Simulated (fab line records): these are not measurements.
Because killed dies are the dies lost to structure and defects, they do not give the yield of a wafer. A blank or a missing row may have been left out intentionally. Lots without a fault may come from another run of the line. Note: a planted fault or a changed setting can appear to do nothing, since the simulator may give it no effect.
Chamber matching | flow n5_finfet | N5_PMOS_HMC_CHANNEL_EPI_CMP_21 on cmp-01: 4 sister chambers
The step polishes SiGe30, target thk 54 nm. 7 wafers are shown with their chamber, then 7 later ones without.

== WAFERS WITH THEIR CHAMBER ==
wafer  | chamber | motor_current_A (A)
L083.1 | 3       | 11.3
L083.5 | 3       | 10.9
L087.1 | 0       | 14.5
L087.2 | 2       | 10.9
L087.3 | 1       | 11.9
L088.3 | 0       | 15.4
L088.5 | 1       | 11.4

== WAFERS WITHOUT THEIR CHAMBER ==
wafer  | motor_current_A (A)
L088.6 | 10.2
L090.2 | 11.8
L090.4 | 10.6
L090.6 | 15.2
L091.1 | 10.9
L091.2 | 14.2
L091.6 | 10.2

== THE CHAMBER EACH PASSED THROUGH ==
wafer  | from the rows above          | in truth
L088.6 | can't be placed: 2 or 3 or 1 | 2
L090.2 | can't be placed: 1 or 3 or 2 | 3
L090.4 | can't be placed: 2 or 3 or 1 | 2
L090.6 | 0                            | 0
L091.1 | can't be placed: 2 or 3 or 1 | 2
L091.2 | 0                            | 0
L091.6 | can't be placed: 2 or 3 or 1 | 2
Correctly placed: 2 of 7. Cannot be placed on the basis of these rows: 5; the candidates contain the true chamber in 5. Placed wrongly: 0.
How it was worked out, from the rows above alone: a wafer's distance from a chamber is the root of the sum, over the readings, of the square of ((its reading less the chamber's mean) divided by the reading's scatter). If the next closest chamber is less than 2 further off than the closest, the wafer can't be placed; otherwise it belongs to the closest. Each chamber's mean is taken over the wafers shown for it. The scatter: take each reading less its chamber's mean, square it, sum over the shown wafers, divide by the number of wafers less the number of chambers, and take the root.
